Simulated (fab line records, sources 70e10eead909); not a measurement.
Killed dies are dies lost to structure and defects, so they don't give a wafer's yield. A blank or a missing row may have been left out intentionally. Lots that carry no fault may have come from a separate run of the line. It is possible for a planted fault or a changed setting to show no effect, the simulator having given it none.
A single fault, viewed from 2 desks + flow nandHarc + each desk holds nothing but its own numbers, with what lay behind them at the end

== AT THE METROLOGY DESK ==
What the gauges read for every lot (on any tool): the sampled wafers with a number, averaged. A lot is out of limits, marked OUT, if its mean lies more than 4 standard deviations from the usual mean; the brackets give that distance.
Columns: A = cdNm at NHARC_A_SGD_CUT_CD_MEAS_09, usual 100.1 nm
| lot  | first seen here | A                |
|------|-----------------|------------------|
| L142 | day 19 07:15    | 100.4            |
| L144 | day 20 18:02    | 99.5             |
| L146 | day 20 18:13    | 99.8             |
| L149 | day 21 08:32    | 99.7             |
| L151 | day 22 23:52    | 100.3            |
| L158 | day 25 18:05    | 106.2 (+12) OUT  |
| L161 | day 26 06:26    | 105.5 (+11) OUT  |
| L160 | day 26 06:45    | 103.8 (+7.4) OUT |
| L163 | day 27 15:44    | 100.5            |
| L164 | day 28 05:41    | 100.2            |
| L165 | day 28 18:38    | 100.3            |
Finding of this desk: L158, L160, L161 out of limits; the first was L158 at day 25 18:05, on cdNm at NHARC_A_SGD_CUT_CD_MEAS_09. L142, L144, L146, L149, L151, L163, L164, L165 stayed within limits.

== FOR THE TOOL OWNER'S DESK: arfiScanner-02 ==
The tool's own readings at NHARC_A_SGD_CUT_EXPOSE_06 (exposes mask SGD): means of the sampled wafers that have a number, for each lot that ran on this tool. A lot is out of limits, marked OUT, if its mean lies more than 4 standard deviations from the usual mean; the brackets give that distance.
Columns: A = exposureDoseMJCm2 at NHARC_A_SGD_CUT_EXPOSE_06, usual 85.58; B = focusOffsetNm at NHARC_A_SGD_CUT_EXPOSE_06, usual 0.0 nm
| lot  | first seen here | A               | B    |
|------|-----------------|-----------------|------|
| L142 | day 19 07:07    | 85.69           | -0.1 |
| L146 | day 20 18:05    | 85.51           | 0.0  |
| L149 | day 21 08:24    | 85.62           | 0.4  |
| L158 | day 25 17:56    | 93.66 (+95) OUT | -0.2 |
| L161 | day 26 06:17    | 92.05 (+76) OUT | 0.3  |
| L160 | day 26 06:37    | 90.77 (+61) OUT | 0.3  |
Finding of this desk: L158, L160, L161 out of limits; the first was L158 at day 25 17:56, on exposureDoseMJCm2 at NHARC_A_SGD_CUT_EXPOSE_06. L142, L146, L149 stayed within limits.

== TAKEN TOGETHER ==
An alarm could have come from the tool owner's desk at day 25 17:56, on L158, L160, L161.
On L158, L160, L161, the metrology desk was in a position to raise an alarm at day 25 18:05.
NHARC_A_SGD_CUT_EXPOSE_06 was run on arfiScanner-02 by each of the lots named.

== WHAT THE SIMULATOR PUT IN ==
Process parameters drifting: arfiScanner-02 at NHARC_A_SGD_CUT_EXPOSE_06, beginning at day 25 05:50. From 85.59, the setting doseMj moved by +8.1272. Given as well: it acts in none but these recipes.
Shown lots that were struck: L158, L160, L161.
Time in hours from fault onset to the first out-of-limits reading at each desk: tool owner's desk 12, metrology desk 12.
